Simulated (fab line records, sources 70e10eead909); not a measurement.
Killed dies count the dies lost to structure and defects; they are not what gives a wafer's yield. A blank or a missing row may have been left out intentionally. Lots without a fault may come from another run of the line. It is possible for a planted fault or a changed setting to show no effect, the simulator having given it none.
Matching of chambers -- flow nand harc -- NHARC_A_STAIRCASE_ETCHBACK_422 on rie diel-13 has 4 sister chambers
The step etches the open film in CH3F/O2, target depth 40 nm, time 74.286 s. 7 wafers are shown with their chamber, then 7 later ones without.

== WAFERS WITH THEIR CHAMBER ==
wafer,chamber,showerhead plenum p Torr (Torr),rf vpp V (V)
L082.4,2,2.46,244.7
L082.5,1,2.59,246.8
L086.6,0,2.49,245.1
L092.1,0,2.48,245.3
L092.5,3,2.46,245.1
L093.1,3,2.46,243.7
L093.5,1,2.58,245.3

== WAFERS WITHOUT THEIR CHAMBER ==
wafer,showerhead plenum p Torr (Torr),rf vpp V (V)
L093.6,2.48,245.0
L096.2,2.58,244.8
L096.3,2.46,245.6
L096.4,2.48,245.9
L097.2,2.45,244.7
L097.3,2.48,244.1
L097.6,2.58,246.1

== WHICH CHAMBER EACH ONE RAN IN ==
wafer,from the rows above,in truth
L093.6,0,0
L096.2,1,1
L096.3,can't be placed: 2 or 3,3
L096.4,0,0
L097.2,can't be placed: 2 or 3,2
L097.3,can't be placed: 0 or 3 or 2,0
L097.6,1,1
Placed correctly: 4 of 7. Can't be placed from these rows: 3 (the true chamber is among the candidates in 3). Number placed wrongly: 0.
How it was worked out, from the rows above alone: a wafer's distance from a chamber is the root of the sum, over the readings, of the square of ((its reading less the chamber's mean) divided by the reading's scatter). If the next closest chamber is less than 2 further off than the closest, the wafer can't be placed; otherwise it belongs to the closest. Each chamber's mean is taken over the wafers shown for it. How the scatter is found: for the shown wafers, subtract from each reading the mean of its chamber, square and add these, divide the total by (wafers less chambers), then take the root.
